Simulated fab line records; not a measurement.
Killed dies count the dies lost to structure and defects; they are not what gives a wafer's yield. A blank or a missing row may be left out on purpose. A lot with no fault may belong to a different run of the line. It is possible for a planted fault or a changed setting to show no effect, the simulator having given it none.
fab line records	flow n5Finfet
record: lots: 24	wafers: 72	lastDay: 18
route steps=1938 shown BEOL_M3@954
lots with no fault: from the same line, run without faults
startH: start of the lot's first displayed wafer, in hours after the record's first day	waitH: hours from the lot's prior step to this one	" repeats the value in the row above	L1.1+2: several wafers, shown together as one row	- value missing, or start not given	* or withheld: withheld	< > ~ a bound
route shown NAME@n: a module of which the file shows steps, and the number in the route of the first	usual: mean/standard deviation taken from wafers without a fault	same: alike in all rows	chamber/n: place in a boat	sites: readings site by site	_std_site: standard deviation of those values	_edge_site: outer sites' mean less inner sites'	radiusMm: for every site, how far away it sits from the centre of the wafer	mask NAME#n: copy n	behind: the last tool/chamber to shape the wafer	hold: why the lot was held/for how many hours/how that ended	device: whichever transistor did not switch (one of n, p or np)	end of line: the route-end tests of the same wafers	step lacking rows: just its recipe	killed: not the wafer's yield, but the dies lost to structure and defects at the first sort	map: the dies of a wafer, with x for killed, . for not killed, _ for no die there
set.NAME: the setting as run; set.NAME@STEP: as run at that earlier step	model.NAME: the simulator's own value behind a step, which no gauge read
route steps across a sampled set of lots; one table per step, one row per wafer
services: when a tool's chamber went out of use (startH, in hours from the record's first day, below 0 if earlier), for how many hours, and the reason
== steps ==
step: N5_BEOL_M3_HM_OPEN_17
recipe: chemistry: Cl2/BCl3	targetDepthA: 200	overetchA: 60	target: TiN	maskMaterial: SOC	ionEnergyEv: 150	pressureMtorr: 10	icpW: 1000	biasW: 126	Cl2_flow_sccm: 53.25	bcl3FlowSccm: 21.75	Ar_flow_sccm: 25
usual: drypumpMotorCurrentA: 5.6/0.62	oesProductAu: 0.69/0.08	throttleValvePct: 22.06/0.14
lot.wafer	tool	chamber	startH	waitH	drypumpMotorCurrentA	oesProductAu	rfHoursCounterH	throttleValvePct
L074.1	rieMetal-03	1	145.79	0.0	5.7	0.66	39	22.02
L074.4	"	1	"	"	5.7	0.65	-	22.00
L074.6	"	1	"	"	5.7	0.66	-	22.02
L075.3	rieMetal-01	1	151.02	0.1	5.9	0.79	-	21.91
L075.4	"	0	"	"	4.6	0.80	-	21.96
L075.5	"	0	"	"	4.7	0.79	-	21.95
L076.3	rieMetal-02	0	152.11	0.1	5.3	0.54	-	22.24
L076.4	"	1	"	"	6.1	0.62	-	22.26
L076.6	"	1	"	"	6.1	0.62	-	22.26
L077.3	rieMetal-01	1	165.87	0.1	5.8	0.78	-	21.91
L077.4	"	0	"	"	4.6	0.80	-	21.94
L077.6	"	1	"	"	5.9	0.77	-	21.92
L078.2	rieMetal-01	0	166.07	0.0	4.6	0.79	7	21.94
L078.4	"	0	"	"	4.6	0.79	-	21.94
L078.6	"	0	"	"	4.6	0.78	-	21.95
L079.1	rieMetal-03	0	171.62	0.0	6.5	0.73	13	22.06
L079.2	"	1	"	"	5.7	0.65	41	22.02
L079.4	"	0	"	"	6.5	0.74	-	22.06
L080.1	rieMetal-02	0	180.71	0.0	5.3	0.54	116	22.24
L080.3	"	0	"	"	5.3	0.54	-	22.26
L080.6	"	1	"	"	6.1	0.60	-	22.27
L083.1	rieMetal-02	1	197.25	0.0	6.1	0.61	74	22.27
L083.4	"	0	"	"	5.3	0.54	-	22.27
L083.5	"	0	"	"	5.3	0.54	-	22.27
L081.2	rieMetal-02	1	197.54	0.0	6.1	0.60	74	22.29
L081.4	"	1	"	"	6.1	0.61	-	22.28
L081.6	"	0	"	"	5.3	0.54	-	22.25
L082.1	rieMetal-01	0	206.24	0.0	4.6	0.77	10	21.96
L082.2	"	1	"	"	5.9	0.75	8	21.92
L082.6	"	1	"	"	5.9	0.75	-	21.94
L085.2	rieMetal-01	0	206.52	0.0	4.6	0.78	10	21.94
L085.4	"	0	"	"	4.6	0.78	-	21.96
L085.5	"	1	"	"	5.8	0.76	-	21.91
L084.3	rieMetal-01	0	209.82	0.1	4.6	0.78	-	21.95
L084.5	"	1	"	"	5.9	0.76	-	21.93
L084.6	"	0	"	"	4.6	0.78	-	21.95
L086.1	rieMetal-01	0	215.26	0.0	4.6	0.77	10	21.93
L086.3	"	0	"	"	4.6	0.78	-	21.94
L086.5	"	0	"	"	4.6	0.78	-	21.95
L087.3	rieMetal-03	1	230.00	0.1	5.7	0.64	-	22.03
L087.4	"	0	"	"	6.5	0.73	-	22.09
L087.6	"	1	"	"	5.7	0.64	-	22.03
L089.4	rieMetal-03	0	250.30	0.1	6.4	0.73	-	22.08
L089.5	"	1	"	"	5.8	0.64	-	22.02
L089.6	"	0	"	"	6.5	0.72	-	22.08
L090.1	rieMetal-01	1	266.22	0.0	5.9	0.73	14	21.95
L090.3	"	1	"	"	5.9	0.72	-	21.95
L090.5	"	0	"	"	4.7	0.75	-	21.96
L088.2	rieMetal-01	0	267.58	0.0	4.6	0.75	16	21.97
L088.5	"	0	"	"	4.6	0.75	-	21.98
L088.6	"	1	"	"	5.9	0.73	-	21.94
L091.1	rieMetal-02	1	274.20	0.0	6.1	0.60	82	22.29
L091.2	"	1	"	"	6.1	0.60	-	22.29
L091.3	"	1	"	"	6.0	0.61	-	22.29
L094.1	rieMetal-01	1	274.36	0.0	5.9	0.73	15	21.95
L094.4	"	0	"	"	4.6	0.75	-	21.98
L094.6	"	0	"	"	4.7	0.74	-	21.96
L093.2	rieMetal-02	1	274.51	0.1	6.0	0.59	-	22.30
L093.5	"	1	"	"	6.1	0.60	-	22.31
L093.6	"	1	"	"	6.1	0.59	-	22.31
L096.2	rieMetal-03	1	280.56	0.0	5.7	0.63	51	22.06
L096.4	"	0	"	"	6.5	0.70	-	22.08
L096.6	"	0	"	"	6.4	0.70	-	22.08
L092.3	rieMetal-01	1	285.18	0.1	5.9	0.73	-	21.95
L092.5	"	1	"	"	5.9	0.73	-	21.93
L092.6	"	0	"	"	4.6	0.74	-	21.97
L095.1	rieMetal-02	1	288.23	0.0	6.0	0.60	84	22.29
L095.3	"	1	"	"	6.1	0.60	-	22.28
L095.4	"	1	"	"	6.1	0.59	-	22.28
L097.1	rieMetal-01	1	300.27	0.0	5.9	0.72	17	21.96
L097.5	"	1	"	"	5.9	0.72	-	21.93
L097.6	"	0	"	"	4.6	0.74	-	21.96
step: N5_BEOL_M3_STRIP_19
recipe: chemistry: O2	powerW: 400	tempC: 40	pressureMtorr: 30	rfFrequencyHz: 6e+07	biasPowerW: 0	overashFraction: 0.2	o2FlowSccm: 225
usual: drypumpMotorCurrentA: 5.8/0.71	oesProductAu: 0.76/0.064	rfVppV: 3.6/0.47	showerheadPlenumPTorr: 2.07/0.055	throttleValvePct: 16.55/0.19
lot.wafer	tool	chamber	startH	waitH	drypumpMotorCurrentA	oesProductAu	rfHoursCounterH	rfVppV	showerheadPlenumPTorr	throttleValvePct
L074.1	rieDiel-04	1	146.10	0.3	4.7	0.75	147	3.1	2.19	16.54
L074.4	"	2	"	"	6.4	0.95	2	3.4	2.08	16.40
L074.6	"	0	"	"	5.4	0.73	-	4.7	2.18	16.64
L075.3	rieDiel-01	0	151.10	0.1	5.6	0.81	114	4.0	2.12	16.75
L075.4	"	3	"	"	6.4	0.88	34	3.9	2.05	16.54
L075.5	"	1	"	"	4.9	0.72	-	3.0	1.99	16.67
L076.3	rieDiel-04	1	152.21	0.1	4.7	0.75	149	3.9	2.19	16.55
L076.4	"	0	"	"	5.3	0.74	184	3.0	2.18	16.64
L076.6	"	0	"	"	5.4	0.73	-	4.3	2.18	16.64
L077.3	rieDiel-01	3	165.95	0.1	6.4	0.88	37	4.1	2.05	16.53
L077.4	"	1	"	"	4.8	0.71	193	3.7	1.99	16.70
L077.6	"	1	"	"	4.9	0.71	-	3.2	1.99	16.68
L078.2	rieDiel-03	3	166.18	0.1	6.4	0.73	199	3.3	2.05	16.60
L078.4	"	1	"	"	5.3	0.86	40	4.0	2.13	16.17
L078.6	"	3	"	"	6.4	0.73	-	3.7	2.05	16.58
L079.1	rieDiel-04	3	171.74	0.1	6.7	0.84	58	3.1	2.05	16.55
L079.2	"	1	"	"	4.7	0.75	156	2.8	2.19	16.54
L079.4	"	2	"	"	6.5	0.92	-	3.5	2.08	16.41
L080.1	rieDiel-04	3	180.82	0.1	6.8	0.84	62	3.3	2.05	16.57
L080.3	"	0	"	"	5.4	0.72	190	3.9	2.18	16.66
L080.6	"	2	"	"	6.5	0.91	-	4.1	2.07	16.41
L083.1	rieDiel-01	1	197.43	0.1	4.9	0.70	203	3.6	1.99	16.70
L083.4	"	3	"	"	6.4	0.87	-	3.4	2.05	16.56
L083.5	"	2	"	"	5.2	0.72	-	3.2	2.08	16.32
L081.2	rieDiel-01	3	197.65	0.1	6.4	0.86	47	3.3	2.05	16.56
L081.4	"	2	"	"	5.2	0.72	-	3.7	2.08	16.33
L081.6	"	1	"	"	4.9	0.71	-	3.2	1.99	16.70
L082.1	rieDiel-01	2	206.39	0.1	5.2	0.71	169	3.7	2.07	16.35
L082.2	"	2	"	"	5.2	0.71	-	3.6	2.07	16.33
L082.6	"	2	"	"	5.2	0.71	-	3.4	2.07	16.35
L085.2	rieDiel-01	2	206.77	0.2	5.2	0.71	-	3.5	2.07	16.32
L085.4	"	2	"	"	5.2	0.71	-	3.3	2.07	16.34
L085.5	"	2	"	"	5.2	0.71	-	3.4	2.07	16.34
L084.3	rieDiel-01	1	209.90	0.1	4.9	0.70	205	3.4	1.99	16.71
L084.5	"	2	"	"	5.2	0.71	-	3.9	2.07	16.36
L084.6	"	0	"	"	5.6	0.80	-	3.9	2.12	16.77
L086.1	rieDiel-01	3	215.54	0.2	6.4	0.84	48	4.0	2.05	16.57
L086.3	"	2	"	"	5.2	0.70	173	3.6	2.07	16.34
L086.5	"	1	"	"	4.8	0.69	-	4.2	1.99	16.71
L087.3	rieDiel-01	0	230.08	0.1	5.6	0.79	134	3.9	2.11	16.81
L087.4	"	2	"	"	5.2	0.70	177	3.6	2.07	16.36
L087.6	"	2	"	"	5.2	0.70	-	3.1	2.07	16.35
L089.4	rieDiel-01	2	250.38	0.1	5.2	0.70	183	4.2	2.07	16.36
L089.5	"	0	"	"	5.6	0.80	-	3.0	2.11	16.80
L089.6	"	3	"	"	6.4	0.84	-	3.8	2.05	16.59
L090.1	rieDiel-03	1	266.40	0.1	5.3	0.81	68	3.5	2.12	16.22
L090.3	"	0	"	"	6.4	0.79	112	3.6	2.10	16.49
L090.5	"	3	"	"	6.5	0.71	-	3.5	2.04	16.64
L088.2	rieDiel-03	1	267.77	0.2	5.3	0.81	68	3.6	2.12	16.22
L088.5	"	0	"	"	6.4	0.79	-	4.0	2.10	16.50
L088.6	"	3	"	"	6.5	0.71	-	4.1	2.04	16.65
L091.1	rieDiel-04	1	274.46	0.2	4.7	0.71	185	3.8	2.18	16.62
L091.2	"	0	"	"	5.4	0.71	215	3.8	2.17	16.70
L091.3	"	2	"	"	6.5	0.85	43	3.8	2.06	16.48
L094.1	rieDiel-03	3	274.47	0.1	6.4	0.71	225	2.8	2.04	16.65
L094.4	"	1	"	"	5.3	0.81	70	3.8	2.12	16.22
L094.6	"	1	"	"	5.3	0.82	-	3.9	2.12	16.23
L093.2	rieDiel-03	2	274.68	0.1	6.6	0.74	200	3.5	2.01	16.90
L093.5	"	2	"	"	6.6	0.74	-	3.6	2.01	16.89
L093.6	"	1	"	"	5.3	0.81	-	3.5	2.12	16.23
L096.2	rieDiel-04	1	280.67	0.1	4.7	0.71	187	3.4	2.17	16.61
L096.4	"	0	"	"	5.4	0.71	217	4.2	2.17	16.71
L096.6	"	3	"	"	6.7	0.81	-	4.0	2.04	16.61
L092.3	rieDiel-03	1	285.26	0.1	5.3	0.81	73	4.0	2.12	16.23
L092.5	"	3	"	"	6.4	0.70	-	3.4	2.04	16.65
L092.6	"	0	"	"	6.4	0.79	-	3.1	2.10	16.50
L095.1	rieDiel-01	0	288.43	0.2	5.6	0.78	150	3.2	2.11	16.82
L095.3	"	2	"	"	5.2	0.70	193	3.4	2.07	16.37
L095.4	"	3	"	"	6.4	0.83	67	2.2	2.04	16.61
L097.1	rieDiel-03	0	300.38	0.1	6.4	0.78	123	3.8	2.10	16.51
L097.5	"	0	"	"	6.4	0.77	-	3.7	2.10	16.50
L097.6	"	2	"	"	6.6	0.73	-	4.0	2.01	16.92
step: N5_BEOL_M3_PRE_CLEAN_45
recipe: gas: H2/He	timeS: 30	tempC: 250
usual: heaterPowerW: 339/31
lot.wafer	tool	chamber	startH	waitH	heaterPowerW
L074.1	pvdSputter-01	-	150.57	0.0	303
L074.4	"	-	"	"	299
L074.6	"	-	"	"	304
L075.3	pvdSputter-02	-	155.77	0.0	329
L075.4	"	-	"	"	329
L075.5	"	-	"	"	335
L076.3	pvdSputter-02	-	155.85	0.0	345
L076.4	"	-	"	"	332
L076.6	"	-	"	"	345
L077.3	pvdSputter-01	-	168.08	0.0	294
L077.4	"	-	"	"	391
L077.6	"	-	"	"	378
L078.2	pvdSputter-02	-	168.11	0.0	342
L078.4	"	-	"	"	349
L078.6	"	-	"	"	369
L079.1	pvdSputter-03	-	176.14	0.0	295
L079.2	"	-	"	"	328
L079.4	"	-	"	"	353
L080.1	pvdSputter-02	-	185.47	0.0	338
L080.3	"	-	"	"	340
L080.6	"	-	"	"	332
L083.1	pvdSputter-01	-	205.71	0.0	360
L083.4	"	-	"	"	299
L083.5	"	-	"	"	292
L081.2	pvdSputter-02	-	205.75	0.0	331
L081.4	"	-	"	"	362
L081.6	"	-	"	"	347
L082.1	pvdSputter-01	-	209.01	0.0	399
L082.2	"	-	"	"	298
L082.6	"	-	"	"	392
L085.2	pvdSputter-03	-	216.69	0.0	351
L085.4	"	-	"	"	343
L085.5	"	-	"	"	353
L084.3	pvdSputter-03	-	220.22	0.0	353
L084.5	"	-	"	"	294
L084.6	"	-	"	"	358
L086.1	pvdSputter-03	-	225.46	0.0	344
L086.3	"	-	"	"	289
L086.5	"	-	"	"	285
L087.3	pvdSputter-02	-	234.30	0.0	341
L087.4	"	-	"	"	357
L087.6	"	-	"	"	362
L089.4	pvdSputter-01	-	254.95	0.0	294
L089.5	"	-	"	"	386
L089.6	"	-	"	"	358
L090.1	pvdSputter-03	-	270.72	0.0	291
L090.3	"	-	"	"	336
L090.5	"	-	"	"	341
L088.2	pvdSputter-02	-	275.20	0.0	351
L088.5	"	-	"	"	329
L088.6	"	-	"	"	339
L091.1	pvdSputter-01	-	279.23	0.0	368
L091.2	"	-	"	"	301
L091.3	"	-	"	"	390
L094.1	pvdSputter-01	-	279.85	0.0	291
L094.4	"	-	"	"	395
L094.6	"	-	"	"	300
L093.2	pvdSputter-01	-	284.40	0.0	395
L093.5	"	-	"	"	298
L093.6	"	-	"	"	389
L096.2	pvdSputter-01	-	284.66	0.0	300
L096.4	"	-	"	"	295
L096.6	"	-	"	"	393
L092.3	pvdSputter-02	-	287.60	0.0	336
L092.5	"	-	"	"	349
L092.6	"	-	"	"	355
L095.1	pvdSputter-01	-	295.59	0.0	302
L095.3	"	-	"	"	390
L095.4	"	-	"	"	367
L097.1	pvdSputter-01	-	308.23	0.0	295
L097.5	"	-	"	"	306
L097.6	"	-	"	"	297
step: N5_BEOL_M3_SURFACE_TREAT_85
recipe: gas: Ar	timeS: *	ionEnergyEv: *	ionCurrentMaCm2: 0.5	pressureMtorr: *	arFlowSccm: 30
usual: throttleValvePct: *
lot.wafer	tool	chamber	startH	waitH	throttleValvePct
L074.1	pvdSputter-02	-	151.01	0.3	*
L074.4	"	-	"	"	*
L074.6	"	-	"	"	*
L075.3	pvdSputter-01	-	156.06	0.1	*
L075.4	"	-	"	"	*
L075.5	"	-	"	"	*
L076.3	pvdSputter-01	-	156.14	0.1	*
L076.4	"	-	"	"	*
L076.6	"	-	"	"	*
L077.3	pvdSputter-02	-	168.38	0.1	*
L077.4	"	-	"	"	*
L077.6	"	-	"	"	*
L078.2	pvdSputter-01	-	168.41	0.1	*
L078.4	"	-	"	"	*
L078.6	"	-	"	"	*
L079.1	pvdSputter-03	-	176.50	0.1	*
L079.2	"	-	"	"	*
L079.4	"	-	"	"	*
L080.1	pvdSputter-03	-	185.90	0.3	*
L080.3	"	-	"	"	*
L080.6	"	-	"	"	*
L083.1	pvdSputter-01	-	206.00	0.1	*
L083.4	"	-	"	"	*
L083.5	"	-	"	"	*
L081.2	pvdSputter-03	-	206.04	0.1	*
L081.4	"	-	"	"	*
L081.6	"	-	"	"	*
L082.1	pvdSputter-03	-	210.84	1.7	*
L082.2	"	-	"	"	*
L082.6	"	-	"	"	*
L085.2	pvdSputter-02	-	217.08	0.2	*
L085.4	"	-	"	"	*
L085.5	"	-	"	"	*
L084.3	pvdSputter-03	-	220.52	0.1	*
L084.5	"	-	"	"	*
L084.6	"	-	"	"	*
L086.1	pvdSputter-03	-	225.75	0.1	*
L086.3	"	-	"	"	*
L086.5	"	-	"	"	*
L087.3	pvdSputter-03	-	234.58	0.1	*
L087.4	"	-	"	"	*
L087.6	"	-	"	"	*
L089.4	pvdSputter-02	-	255.30	0.2	*
L089.5	"	-	"	"	*
L089.6	"	-	"	"	*
L090.1	pvdSputter-01	-	271.02	0.1	*
L090.3	"	-	"	"	*
L090.5	"	-	"	"	*
L088.2	pvdSputter-02	-	275.58	0.2	*
L088.5	"	-	"	"	*
L088.6	"	-	"	"	*
L091.1	pvdSputter-03	-	279.60	0.2	*
L091.2	"	-	"	"	*
L091.3	"	-	"	"	*
L094.1	pvdSputter-01	-	280.29	0.3	*
L094.4	"	-	"	"	*
L094.6	"	-	"	"	*
L093.2	pvdSputter-01	-	284.70	0.1	*
L093.5	"	-	"	"	*
L093.6	"	-	"	"	*
L096.2	pvdSputter-02	-	285.01	0.2	*
L096.4	"	-	"	"	*
L096.6	"	-	"	"	*
L092.3	pvdSputter-02	-	288.00	0.2	*
L092.5	"	-	"	"	*
L092.6	"	-	"	"	*
L095.1	pvdSputter-02	-	295.97	0.2	*
L095.3	"	-	"	"	*
L095.4	"	-	"	"	*
L097.1	pvdSputter-02	-	308.55	0.2	*
L097.5	"	-	"	"	*
L097.6	"	-	"	"	*
step: N5_BEOL_M3_ANNEAL_82
recipe: tempC: 400	timeS: 240	ambient: vacuum
usual: heaterPowerW: 844/70
lot.wafer	tool	chamber	startH	waitH	heaterPowerW
L074.1	pvdSputter-01	-	151.81	0.0	761
L074.4	"	-	"	"	899
L074.6	"	-	"	"	965
L075.3	pvdSputter-02	-	156.84	0.0	845
L075.4	"	-	"	"	851
L075.5	"	-	"	"	810
L076.3	pvdSputter-01	-	157.06	0.0	970
L076.4	"	-	"	"	915
L076.6	"	-	"	"	730
L077.3	pvdSputter-02	-	169.14	0.0	859
L077.4	"	-	"	"	853
L077.6	"	-	"	"	823
L078.2	pvdSputter-01	-	169.42	0.0	747
L078.4	"	-	"	"	915
L078.6	"	-	"	"	748
L079.1	pvdSputter-03	-	177.37	0.0	889
L079.2	"	-	"	"	845
L079.4	"	-	"	"	843
L080.1	pvdSputter-03	-	186.64	0.0	899
L080.3	"	-	"	"	835
L080.6	"	-	"	"	820
L083.1	pvdSputter-03	-	206.74	0.0	730
L083.4	"	-	"	"	840
L083.5	"	-	"	"	840
L081.2	pvdSputter-01	-	206.91	0.0	728
L081.4	"	-	"	"	744
L081.6	"	-	"	"	948
L082.1	pvdSputter-03	-	211.84	0.0	808
L082.2	"	-	"	"	899
L082.6	"	-	"	"	914
L085.2	pvdSputter-02	-	217.88	0.0	836
L085.4	"	-	"	"	881
L085.5	"	-	"	"	891
L084.3	pvdSputter-03	-	221.59	0.0	861
L084.5	"	-	"	"	822
L084.6	"	-	"	"	853
L086.1	pvdSputter-02	-	226.49	0.0	843
L086.3	"	-	"	"	900
L086.5	"	-	"	"	828
L087.3	pvdSputter-03	-	235.37	0.0	858
L087.4	"	-	"	"	718
L087.6	"	-	"	"	854
L089.4	pvdSputter-02	-	256.18	0.0	852
L089.5	"	-	"	"	858
L089.6	"	-	"	"	856
L090.1	pvdSputter-01	-	271.82	0.0	740
L090.3	"	-	"	"	967
L090.5	"	-	"	"	897
L088.2	pvdSputter-02	-	276.60	0.0	841
L088.5	"	-	"	"	873
L088.6	"	-	"	"	811
L091.1	pvdSputter-03	-	280.36	0.0	864
L091.2	"	-	"	"	712
L091.3	"	-	"	"	829
L094.1	pvdSputter-03	-	282.20	0.0	844
L094.4	"	-	"	"	712
L094.6	"	-	"	"	888
L093.2	pvdSputter-01	-	285.56	0.0	920
L093.5	"	-	"	"	755
L093.6	"	-	"	"	940
L096.2	pvdSputter-03	-	286.20	0.0	867
L096.4	"	-	"	"	836
L096.6	"	-	"	"	869
L092.3	pvdSputter-02	-	288.89	0.0	896
L092.5	"	-	"	"	829
L092.6	"	-	"	"	822
L095.1	pvdSputter-02	-	296.86	0.0	820
L095.3	"	-	"	"	844
L095.4	"	-	"	"	864
L097.1	pvdSputter-02	-	309.35	0.0	825
L097.5	"	-	"	"	844
L097.6	"	-	"	"	865
step: N5_BEOL_M3_CMP_52
recipe: stopOn: SiOC	tOverpolishS: 6.8	downForcePsi: 1	platenRpm: 50	clearingPlatenDownForcePsi: 1.5	clearingPlatenRpm: 50	postCmpClean: cuAlkaline	targetThkNm: 40	clearingPlatenPadVelocityMS: 0.99484	padVelocityMS: 0.99484
usual: barrierFieldEndpointS: 24.9/0.62	motorCurrentA: 5.8/0.79	overpolishRunS: 6.801/0.0081	padLifeWafers: 910/680	timeToEndpointS: 63/3.3
lot.wafer	tool	chamber	startH	waitH	barrierFieldEndpointS	motorCurrentA	overpolishRunS	padLifeWafers	timeToEndpointS
L074.1	cmp-03	1	153.58	0.3	25.0	5.2	6.802	1669	63
L074.4	"	2	"	"	24.4	5.6	6.821	1670	59
L074.6	"	0	"	"	23.9	4.9	6.810	-	59
L075.3	cmp-01	0	158.58	0.2	23.9	7.0	6.809	72	63
L075.4	"	3	"	"	25.2	6.4	6.815	75	65
L075.5	"	0	"	"	24.9	7.4	6.800	-	64
L076.4	cmp-01	0	158.84	0.2	25.2	7.2	6.800	79	62
L076.3	"	1	"	"	24.6	6.0	6.791	80	63
L076.6	"	3	"	"	24.8	6.0	6.787	-	64
L078.2	cmp-01	0	171.47	0.5	23.7	7.4	6.818	216	62
L078.4	"	3	"	"	25.1	5.8	6.800	219	64
L078.6	"	1	"	"	24.8	6.0	6.806	-	61
L077.4	cmp-03	0	171.50	0.8	24.3	5.3	6.792	1849	63
L077.3	"	1	"	"	25.7	5.1	6.805	1850	67
L077.6	"	0	"	"	25.2	4.9	6.791	-	63
L079.2	cmp-02	1	179.37	0.4	24.2	5.8	6.798	1338	60
L079.4	"	3	"	"	26.7	4.9	6.808	1340	67
L079.1	"	0	"	"	24.7	6.4	6.793	1341	65
L080.1	cmp-03	1	188.49	0.4	24.2	5.1	6.805	1986	63
L080.3	"	3	"	"	23.9	6.3	6.805	1988	59
L080.6	"	2	"	"	24.0	5.2	6.813	-	59
L083.4	cmp-01	2	208.78	0.4	25.4	6.5	6.808	487	65
L083.1	"	3	"	"	24.4	6.1	6.800	488	60
L083.5	"	2	"	"	25.4	6.7	6.796	-	68
L081.4	cmp-02	0	208.81	0.3	26.2	6.1	6.799	1561	70
L081.2	"	2	"	"	25.6	4.7	6.803	1563	67
L081.6	"	0	"	"	25.5	6.3	6.804	-	69
L082.2	cmp-03	0	213.61	0.2	24.3	5.0	6.807	79	61
L082.1	"	1	"	"	24.8	4.9	6.801	80	63
L082.6	"	0	"	"	24.8	4.8	6.789	-	61
L085.4	cmp-01	2	219.70	0.2	24.7	6.6	6.791	554	61
L085.2	"	3	"	"	24.1	5.8	6.799	555	60
L085.5	"	0	"	"	25.0	7.1	6.807	-	59
L084.3	cmp-01	2	223.45	0.3	25.8	6.2	6.802	579	68
L084.5	"	3	"	"	24.7	6.1	6.796	-	63
L084.6	"	0	"	"	25.0	7.4	6.790	-	63
L086.3	cmp-03	1	228.31	0.3	25.0	5.0	6.799	204	60
L086.1	"	0	"	"	24.7	4.9	6.800	207	56
L086.5	"	1	"	"	25.2	5.0	6.802	-	57
L087.3	cmp-02	0	237.18	0.2	24.7	6.1	6.790	1736	64
L087.4	"	1	"	"	24.8	5.5	6.790	1737	65
L087.6	"	2	"	"	25.5	4.5	6.793	-	68
L089.4	cmp-02	3	258.13	0.2	25.4	4.9	6.815	1917	64
L089.6	"	0	"	"	25.0	6.2	6.801	-	62
L089.5	"	1	"	"	25.5	5.6	6.798	-	59
L090.1	cmp-03	0	273.63	0.3	25.0	4.9	6.822	596	63
L090.3	"	1	"	"	25.4	5.2	6.807	597	65
L090.5	"	2	"	"	25.9	5.5	6.800	-	66
L088.2	cmp-02	1	278.45	0.3	23.3	6.1	6.797	2031	56
L088.6	"	2	"	"	24.6	4.3	6.801	-	61
L088.5	"	3	"	"	24.3	5.2	6.801	-	63
L091.1	cmp-03	3	282.11	0.3	24.7	6.3	6.805	660	60
L091.3	"	0	"	"	24.4	4.9	6.803	661	64
L091.2	"	1	"	"	24.0	4.9	6.803	662	63
L094.4	cmp-01	3	284.12	0.1	25.6	6.0	6.806	1032	64
L094.1	"	2	"	"	25.3	6.5	6.812	1035	68
L094.6	"	0	"	"	25.1	7.5	6.799	-	64
L093.2	cmp-01	0	287.33	0.2	25.5	7.7	6.809	1063	66
L093.6	"	3	"	"	25.1	5.9	6.789	-	66
L093.5	"	0	"	"	25.7	7.1	6.804	-	66
L096.4	cmp-03	2	288.74	0.9	23.6	5.2	6.795	726	58
L096.2	"	3	"	"	24.2	6.2	6.807	727	61
L096.6	"	3	"	"	23.7	6.6	6.802	-	58
L092.3	cmp-02	3	290.74	0.2	25.0	4.9	6.788	42	64
L092.6	"	3	"	"	24.5	4.9	6.802	-	63
L092.5	"	0	"	"	24.4	6.3	6.803	-	62
L095.1	cmp-01	0	298.70	0.3	24.5	7.2	6.786	1152	64
L095.4	"	2	"	"	25.9	6.6	6.802	1154	69
L095.3	"	3	"	"	25.2	6.0	6.801	1155	64
L097.1	cmp-02	3	311.20	0.4	25.3	4.7	6.805	213	67
L097.6	"	0	"	"	25.3	6.1	6.804	-	66
L097.5	"	1	"	"	25.0	5.6	6.802	-	64
== services ==
tool	chamber	startH	hours	kind
rieDiel-01	1	136.98	6.2	repair
cmp-01	-	146.36	4.0	pm
cmp-03	-	147.29	3.1	repair
cmp-02	-	156.03	16.5	pm
rieDiel-01	3	159.74	5.1	repair
cmp-01	-	173.90	7.2	repair
cmp-03	-	184.75	1.7	repair
cmp-01	-	187.32	1.9	repair
cmp-03	-	191.84	4.0	pm
rieDiel-01	0	192.03	15.2	repair
rieMetal-02	-	192.83	2.7	repair
pvdSputter-02	-	197.53	7.5	repair
rieDiel-01	3	199.51	13.7	repair
cmp-02	-	203.16	2.4	repair
rieDiel-01	1	203.97	4.9	repair
cmp-03	-	205.24	4.4	pm
rieMetal-02	-	206.77	2.8	pm
cmp-01	-	213.33	1.3	repair
cmp-02	-	226.00	6.5	pm
rieMetal-02	0	232.25	1.0	repair
rieDiel-01	3	233.71	4.6	repair
cmp-01	-	243.11	5.2	pm
rieMetal-02	0	244.69	22.3	repair
cmp-01	-	305.18	1.3	repair
== key ==
fault none
